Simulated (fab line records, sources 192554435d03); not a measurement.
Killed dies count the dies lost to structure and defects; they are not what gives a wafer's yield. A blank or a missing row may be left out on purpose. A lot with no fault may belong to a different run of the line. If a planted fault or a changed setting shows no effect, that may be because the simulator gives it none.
Which tool is to blame?    flow n5_finfet    24 lots with 72 wafers sampled at 6 steps, on a route of 1938 steps

WHAT THE GAUGES READ, wafer by wafer
N5_BEOL_M6_OVL_MEAS_29. Usual: V5_OVL 0.1 nm, standard deviation 0.84.
lot   measured      on          V5_OVL (nm)     flag
L076  day 10 03:35  overlay-01  -0.8 0.2 -0.2   
L074  day 10 10:36  overlay-01  0.5 -0.1 0.1    
L075  day 10 10:46  overlay-01  0.2 2.1 1.4     
L077  day 10 14:04  overlay-02  0.4 0.2 0.0     
L078  day 11 10:09  overlay-02  0.6 1.5 -0.5    
L080  day 11 10:11  overlay-01  0.2 0.0 -0.5    
L081  day 11 14:47  overlay-01  0.4 2.3 0.4     
L079  day 11 14:58  overlay-01  0.7 0.8 1.9     
L082  day 11 19:21  overlay-01  -0.7 0.8 -2.0   
L083  day 12 14:20  overlay-02  -0.7 0.0 -0.7   
L084  day 12 17:38  overlay-02  -1.2 0.5 -0.4   
L087  day 13 03:55  overlay-01  0.2 1.3 0.5     
L086  day 13 03:43  overlay-01  -0.2 0.3 0.0    
L085  day 13 07:01  overlay-01  0.7 0.3 0.9     
L089  day 14 08:59  overlay-02  0.0 0.1 0.6     
L088  day 14 13:50  overlay-01  0.2 0.1 -0.8    
L091  day 14 11:20  overlay-01  -1.6 0.2 -0.8   
L090  day 14 13:46  overlay-01  0.3 -0.1 -0.9   
L092  day 14 17:44  overlay-02  -0.1 0.6 1.0    
L094  day 14 19:20  overlay-02  1.3 0.2 0.2     
L093  day 15 00:42  overlay-02  1.1 2.3 1.3     
L095  day 15 17:08  overlay-02  -0.1 0.0 -0.2   
L096  day 15 19:12  overlay-02  -1.0 -0.7 -0.6  
L097  day 15 20:44  overlay-01  1.3 1.3 1.1     

WHAT TOOL EACH LOT RAN ON (gives the tool, then ch and the chambers of the sampled wafers, and finally the start)
lot   N5_BEOL_M5_TRENCH_ETCH_37                      N5_BEOL_M5_CURE_80             N5_BEOL_M5_DEP_56                N5_BEOL_M6_HM_OPEN_17              N5_BEOL_M6_STRIP_19
L076  rie_diel-05 ch 0,1,2, day 9 14:52 or earlier   uv_cure-01 ch 2, day 9 14:52   pecvd-04 ch 0,2, day 9 21:13     rie_metal-01 ch 0,1, day 9 23:16   rie_diel-04 ch 0,1,3, day 9 23:22
L074  rie_diel-01 ch 0,2, day 9 21:18 or earlier     uv_cure-03 ch 2, day 9 21:18   pecvd-02 ch 0,1, day 10 03:54    rie_metal-02 ch 0,1, day 10 08:36  rie_diel-04 ch 0,2,3, day 10 08:44
L075  rie_diel-02 ch 0,2, day 9 23:33 or earlier     uv_cure-02 ch 0, day 9 23:33   pecvd-01 ch 1,2, day 10 06:13    rie_metal-03 ch 0,1, day 10 08:38  rie_diel-04 ch 0,2,3, day 10 08:46
L077  rie_diel-05 ch 1,2,3, day 10 00:06 or earlier  uv_cure-02 ch 1, day 10 00:06  pecvd-01 ch 1,2, day 10 08:20    rie_metal-03 ch 0,1, day 10 12:07  rie_diel-03 ch 0,1,2, day 10 12:14
L078  rie_diel-01 ch 2,3, day 10 22:58 or earlier    uv_cure-01 ch 2, day 10 22:58  pecvd-02 ch 0,2, day 11 05:59    rie_metal-02 ch 0,1, day 11 08:20  rie_diel-04 ch 0,2,3, day 11 08:27
L080  rie_diel-02 ch 1,2,3, day 11 00:11 or earlier  uv_cure-03 ch 2, day 11 00:11  pecvd-01 ch 0,1,2, day 11 06:47  rie_metal-02 ch 0,1, day 11 08:59  rie_diel-06 ch 0,1,2, day 11 09:07
L081  rie_diel-02 ch 0,3, day 11 01:06 or earlier    uv_cure-01 ch 1, day 11 01:06  pecvd-02 ch 0,1, day 11 08:59    rie_metal-02 ch 0, day 11 12:16    rie_diel-04 ch 0,1, day 11 12:26
L079  rie_diel-05 ch 0,1,2, day 11 01:27 or earlier  uv_cure-01 ch 1, day 11 01:27  pecvd-01 ch 0,2, day 11 10:49    rie_metal-02 ch 0, day 11 12:35    rie_diel-06 ch 1,3, day 11 12:42
L082  rie_diel-01 ch 0,1,3, day 11 08:28 or earlier  uv_cure-02 ch 1, day 11 08:28  pecvd-02 ch 1,2, day 11 16:35    rie_metal-01 ch 0,1, day 11 18:49  rie_diel-06 ch 0,1,2, day 11 18:55
L083  rie_diel-02 ch 0,2,3, day 12 03:05 or earlier  uv_cure-03 ch 0, day 12 03:05  pecvd-02 ch 0,1,2, day 12 09:41  rie_metal-03 ch 0,1, day 12 12:39  rie_diel-03 ch 1,2,3, day 12 12:46
L084  rie_diel-02 ch 1,3, day 12 06:39 or earlier    uv_cure-03 ch 0, day 12 06:39  pecvd-04 ch 1,2, day 12 12:54    rie_metal-01 ch 0,1, day 12 15:31  rie_diel-06 ch 1,2,3, day 12 15:38
L087  rie_diel-02 ch 1,3, day 12 12:07 or earlier    uv_cure-03 ch 1, day 12 12:07  pecvd-02 ch 0,2, day 12 19:54    rie_metal-02 ch 0,1, day 12 23:48  rie_diel-04 ch 1,3, day 12 23:55
L086  rie_diel-05 ch 1,2,3, day 12 12:19 or earlier  uv_cure-01 ch 1, day 12 12:19  pecvd-04 ch 0,2, day 12 20:43    rie_metal-03 ch 0,1, day 12 23:55  rie_diel-06 ch 0,3, day 13 00:08
L085  rie_diel-05 ch 1,2, day 12 15:40 or earlier    uv_cure-01 ch 2, day 12 15:40  pecvd-04 ch 0,2, day 12 23:11    rie_metal-02 ch 0,1, day 13 04:41  rie_diel-03 ch 2,3, day 13 04:47
L089  rie_diel-05 ch 2,3, day 13 18:08 or earlier    uv_cure-01 ch 2, day 13 18:08  pecvd-02 ch 0,1, day 14 02:05    rie_metal-02 ch 0, day 14 06:15    rie_diel-06 ch 1,2,3, day 14 06:25
L088  rie_diel-02 ch 0,3, day 14 00:01 or earlier    uv_cure-02 ch 0, day 14 00:01  pecvd-02 ch 0,2, day 14 06:16    rie_metal-02 ch 0, day 14 10:49    rie_diel-06 ch 0,1, day 14 10:58
L091  rie_diel-01 ch 1,3, day 14 00:31 or earlier    uv_cure-01 ch 1, day 14 00:31  pecvd-01 ch 0,1,2, day 14 07:29  rie_metal-01 ch 1, day 14 10:41    rie_diel-04 ch 1,2,3, day 14 10:49
L090  rie_diel-05 ch 1,3, day 14 01:07 or earlier    uv_cure-02 ch 0, day 14 01:07  pecvd-01 ch 0,1,2, day 14 08:48  rie_metal-01 ch 0,1, day 14 10:50  rie_diel-03 ch 2,3, day 14 10:57
L092  rie_diel-01 ch 0,2, day 14 05:30 or earlier    uv_cure-03 ch 1, day 14 05:30  pecvd-01 ch 0,2, day 14 12:41    rie_metal-02 ch 0, day 14 15:32    rie_diel-04 ch 0,1,3, day 14 15:58
L094  rie_diel-05 ch 1,2, day 14 09:59 or earlier    uv_cure-02 ch 1, day 14 09:59  pecvd-01 ch 0,1,2, day 14 16:43  rie_metal-02 ch 0, day 14 18:43    rie_diel-06 ch 2,3, day 14 18:55
L093  rie_diel-05 ch 1,2, day 14 14:29 or earlier    uv_cure-02 ch 1, day 14 14:29  pecvd-04 ch 0,2, day 14 21:26    rie_metal-02 ch 1, day 15 00:11    rie_diel-04 ch 0,1,3, day 15 00:17
L095  rie_diel-05 ch 0,1,3, day 15 04:40 or earlier  uv_cure-02 ch 1, day 15 04:40  pecvd-04 ch 1,2, day 15 11:01    rie_metal-03 ch 0,1, day 15 15:49  rie_diel-06 ch 0,1,2, day 15 15:56
L096  rie_diel-05 ch 0,2, day 15 06:45 or earlier    uv_cure-01 ch 1, day 15 06:45  pecvd-04 ch 0,1, day 15 13:32    rie_metal-01 ch 0,1, day 15 16:36  rie_diel-03 ch 1,2, day 15 16:41
L097  rie_diel-01 ch 0,1,3, day 15 09:58 or earlier  uv_cure-01 ch 2, day 15 09:58  pecvd-01 ch 0,1,2, day 15 17:01  rie_metal-03 ch 0,1, day 15 20:13  rie_diel-06 ch 0,1,3, day 15 20:20
- N5_BEOL_M5_TRENCH_ETCH_37: etches SiCOH lowk in C4F6/O2, target depth 71.652 nm, time 24.7 s.
- N5_BEOL_M5_CURE_80: cures SiCOH lowk, time 120 s.
- N5_BEOL_M5_DEP_56: deposits SiCN from 3MS/NH3, target thk 8 nm, time 14 s.
- N5_BEOL_M6_HM_OPEN_17: chemistry Cl2/BCl3, target TiN, target depth 20 nm, overetch 6 nm.
- N5_BEOL_M6_STRIP_19: strips in O2.

WHAT THE TOOLS THEMSELVES READ (means of the sampled wafers that have a number; where no wafer has one, the mark that the record gives instead)
N5_BEOL_M5_TRENCH_ETCH_37. Usual: drypump_motor_current_A 5.8 A, standard deviation 0.39; oes_product_au 0.80 a.u., standard deviation 0.095; rf_vpp_V 670 V, standard deviation 11; showerhead_plenum_p_Torr 2.87 Torr, standard deviation 0.082; throttle_valve_pct 20.94 %, standard deviation 0.17.
lot   tool         drypump_motor_current_A (A)  oes_product_au (a.u.)  rf_vpp_V (V)  showerhead_plenum_p_Torr (Torr)  throttle_valve_pct (%)  flag
L076  rie_diel-05  5.7                          0.73                   673           2.83                             20.94                   
L074  rie_diel-01  6.2                          0.89                   680           2.93                             21.03                   
L075  rie_diel-02  5.7                          0.71                   670           2.89                             21.12                   
L077  rie_diel-05  5.6                          0.73                   675           2.82                             20.96                   
L078  rie_diel-01  5.9                          0.88                   673           2.92                             20.91                   
L080  rie_diel-02  6.1                          0.81                   665           2.91                             20.78                   
L081  rie_diel-02  5.8                          0.77                   666           2.95                             21.12                   
L079  rie_diel-05  5.7                          0.71                   672           2.83                             20.95                   
L082  rie_diel-01  6.0                          0.87                   666           2.90                             21.07                   
L083  rie_diel-02  6.0                          0.75                   664           2.90                             20.96                   
L084  rie_diel-02  5.9                          0.88                   667           2.94                             20.83                   
L087  rie_diel-02  6.1                          0.86                   660           2.97                             20.81                   
L086  rie_diel-05  5.6                          0.81                   675           2.82                             20.88                   
L085  rie_diel-05  5.7                          0.73                   679           2.79                             20.92                   
L089  rie_diel-05  5.5                          0.85                   672           2.84                             20.84                   
L088  rie_diel-02  5.8                          0.76                   664           2.94                             21.14                   
L091  rie_diel-01  5.8                          0.84                   662           2.89                             21.04                   
L090  rie_diel-05  5.9                          0.85                   679           2.87                             20.83                   
L092  rie_diel-01  6.1                          0.83                   679           2.92                             21.08                   
L094  rie_diel-05  5.3                          0.71                   673           2.75                             20.94                   
L093  rie_diel-05  5.4                          0.72                   673           2.75                             20.94                   
L095  rie_diel-05  6.0                          0.87                   675           2.87                             20.85                   
L096  rie_diel-05  5.4                          0.80                   666           2.79                             20.89                   
L097  rie_diel-01  6.0                          0.82                   664           2.89                             21.11                   

N5_BEOL_M5_CURE_80. Usual: lamp_power_pct 52.32 %, standard deviation 0.05; wafer_temp_C_max 371.8, standard deviation 0.59.
lot   tool        lamp_power_pct (%)  wafer_temp_C_max  flag
L076  uv_cure-01  52.32               371.2             
L074  uv_cure-03  52.31               372.3             
L075  uv_cure-02  52.34               372.0             
L077  uv_cure-02  52.33               371.9             
L078  uv_cure-01  52.32               371.1             
L080  uv_cure-03  52.29               372.3             
L081  uv_cure-01  52.35               371.8             
L079  uv_cure-01  52.35               372.1             
L082  uv_cure-02  52.35               372.3             
L083  uv_cure-03  52.35               371.1             
L084  uv_cure-03  52.29               371.0             
L087  uv_cure-03  52.27               371.8             
L086  uv_cure-01  52.30               372.1             
L085  uv_cure-01  52.35               371.1             
L089  uv_cure-01  52.31               371.2             
L088  uv_cure-02  52.35               372.1             
L091  uv_cure-01  52.35               372.4             
L090  uv_cure-02  52.30               372.2             
L092  uv_cure-03  52.28               371.4             
L094  uv_cure-02  52.30               372.0             
L093  uv_cure-02  52.30               372.1             
L095  uv_cure-02  52.34               371.7             
L096  uv_cure-01  52.35               371.8             
L097  uv_cure-01  52.33               371.2             

N5_BEOL_M5_DEP_56. Usual: showerhead_plenum_p_Torr 3.664 Torr, standard deviation 0.016; throttle_valve_pct 8.9 %, standard deviation 0.39.
lot   tool      showerhead_plenum_p_Torr (Torr)  throttle_valve_pct (%)  flag
L076  pecvd-04  3.677                            8.6                     
L074  pecvd-02  3.649                            8.8                     
L075  pecvd-01  3.671                            8.8                     
L077  pecvd-01  3.675                            9.1                     
L078  pecvd-02  3.642                            8.6                     
L080  pecvd-01  3.674                            8.8                     
L081  pecvd-02  3.660                            9.2                     
L079  pecvd-01  3.669                            8.6                     
L082  pecvd-02  3.663                            9.2                     
L083  pecvd-02  3.648                            8.9                     
L084  pecvd-04  3.673                            9.0                     
L087  pecvd-02  3.647                            8.7                     
L086  pecvd-04  3.668                            8.5                     
L085  pecvd-04  3.672                            8.6                     
L089  pecvd-02  3.657                            9.0                     
L088  pecvd-02  3.644                            8.8                     
L091  pecvd-01  3.672                            8.8                     
L090  pecvd-01  3.671                            8.8                     
L092  pecvd-01  3.679                            8.8                     
L094  pecvd-01  3.679                            8.8                     
L093  pecvd-04  3.673                            8.7                     
L095  pecvd-04  3.662                            9.3                     
L096  pecvd-04  3.662                            9.0                     
L097  pecvd-01  3.676                            8.7                     

N5_BEOL_M6_HM_OPEN_17. Usual: drypump_motor_current_A 5.7 A, standard deviation 0.5; mfc_cl2_sccm 53.24 sccm, standard deviation 0.17; oes_product_au 0.66 a.u., standard deviation 0.087; throttle_valve_pct 22.09 %, standard deviation 0.23.
lot   tool          drypump_motor_current_A (A)  mfc_cl2_sccm (sccm)  oes_product_au (a.u.)  throttle_valve_pct (%)  flag
L076  rie_metal-01  6.2                          53.23                0.62                   22.37                   
L074  rie_metal-02  5.8                          53.19                0.62                   22.13                   
L075  rie_metal-03  5.2                          53.25                0.61                   22.09                   
L077  rie_metal-03  5.2                          53.28                0.57                   22.22                   
L078  rie_metal-02  5.8                          53.20                0.61                   22.14                   
L080  rie_metal-02  5.8                          53.25                0.62                   22.13                   
L081  rie_metal-02  5.7                          53.40                0.72                   21.83                   
L079  rie_metal-02  5.7                          53.20                0.72                   21.83                   
L082  rie_metal-01  6.2                          53.34                0.62                   22.37                   
L083  rie_metal-03  5.1                          53.19                0.69                   22.05                   
L084  rie_metal-01  5.6                          53.27                0.58                   22.31                   
L087  rie_metal-02  5.8                          53.24                0.66                   21.98                   
L086  rie_metal-03  5.2                          53.29                0.69                   22.05                   
L085  rie_metal-02  5.8                          53.20                0.60                   22.15                   
L089  rie_metal-02  5.7                          53.29                0.69                   21.87                   
L088  rie_metal-02  5.7                          53.50                0.70                   21.84                   
L091  rie_metal-01  5.1                          53.39                0.80                   22.01                   
L090  rie_metal-01  6.2                          53.11                0.68                   22.33                   
L092  rie_metal-02  5.7                          53.26                0.71                   21.84                   
L094  rie_metal-02  5.7                          53.06                0.70                   21.86                   
L093  rie_metal-02  5.9                          53.53                0.86                   22.16                   
L095  rie_metal-03  5.2                          53.03                0.71                   22.13                   
L096  rie_metal-01  6.2                          53.33                0.68                   22.32                   
L097  rie_metal-03  5.2                          53.40                0.71                   22.12                   

N5_BEOL_M6_STRIP_19. Usual: drypump_motor_current_A 5.6 A, standard deviation 0.52; oes_product_au 0.80 a.u., standard deviation 0.079; rf_vpp_V 3.7 V, standard deviation 0.61; showerhead_plenum_p_Torr 2.10 Torr, standard deviation 0.076; temp_c 40.00 C, standard deviation 0.11; throttle_valve_pct 16.66 %, standard deviation 0.18.
lot   tool         drypump_motor_current_A (A)  oes_product_au (a.u.)  rf_vpp_V (V)  showerhead_plenum_p_Torr (Torr)  temp_c (C)  throttle_valve_pct (%)  flag
L076  rie_diel-04  5.5                          0.74                   4.1           2.04                             40.05       16.59                   
L074  rie_diel-04  5.8                          0.72                   3.8           2.06                             40.01       16.81                   
L075  rie_diel-04  5.8                          0.73                   3.8           2.06                             39.92       16.80                   
L077  rie_diel-03  5.7                          0.78                   3.1           2.10                             40.04       16.59                   
L078  rie_diel-04  5.9                          0.71                   4.2           2.05                             40.05       16.81                   
L080  rie_diel-06  5.5                          0.89                   2.7           2.17                             39.95       16.52                   
L081  rie_diel-04  5.4                          0.75                   3.8           2.00                             40.08       16.56                   
L079  rie_diel-06  5.3                          0.87                   4.0           2.22                             40.02       16.69                   
L082  rie_diel-06  5.5                          0.88                   3.7           2.17                             40.04       16.53                   
L083  rie_diel-03  5.9                          0.78                   3.4           2.04                             39.92       16.58                   
L084  rie_diel-06  5.4                          0.88                   3.4           2.19                             39.97       16.65                   
L087  rie_diel-04  5.8                          0.69                   3.6           2.04                             40.01       16.58                   
L086  rie_diel-06  5.1                          0.87                   3.3           2.18                             39.96       16.75                   
L085  rie_diel-03  5.6                          0.79                   3.4           2.02                             40.02       16.76                   
L089  rie_diel-06  5.4                          0.86                   3.8           2.19                             40.01       16.66                   
L088  rie_diel-06  5.7                          0.83                   3.9           2.17                             40.03       16.55                   
L091  rie_diel-04  6.1                          0.77                   3.8           2.03                             39.98       16.59                   
L090  rie_diel-03  5.7                          0.77                   3.8           2.01                             40.08       16.66                   
L092  rie_diel-04  5.5                          0.71                   3.6           2.02                             40.03       16.68                   
L094  rie_diel-06  5.2                          0.87                   3.5           2.17                             39.88       16.68                   
L093  rie_diel-04  5.5                          0.70                   3.4           2.02                             40.04       16.68                   
L095  rie_diel-06  5.5                          0.83                   3.6           2.15                             39.94       16.59                   
L096  rie_diel-03  5.8                          0.76                   3.1           2.04                             39.93       16.73                   
L097  rie_diel-06  5.3                          0.83                   3.6           2.17                             39.95       16.69                   

THE ANSWER, worked out from the rows above alone
Rule: a lot is off if the mean of its wafers that have a number lies more than 3 standard deviations from the usual mean. A lot without any number at a reading at which 4 lots or more have one is off too. Where the step has rows for the other lots, those lots are counted as sound. The gauges are gone through in route order, then the tools' own readings, and for those a lot's mean is taken as printed above. At the first step where some lot is off, the reading lying furthest off is the one used; lots without a number count as furthest.
Nothing can be told from this: no lot is off at any reading shown.

WHAT THE SIMULATOR PUT IN
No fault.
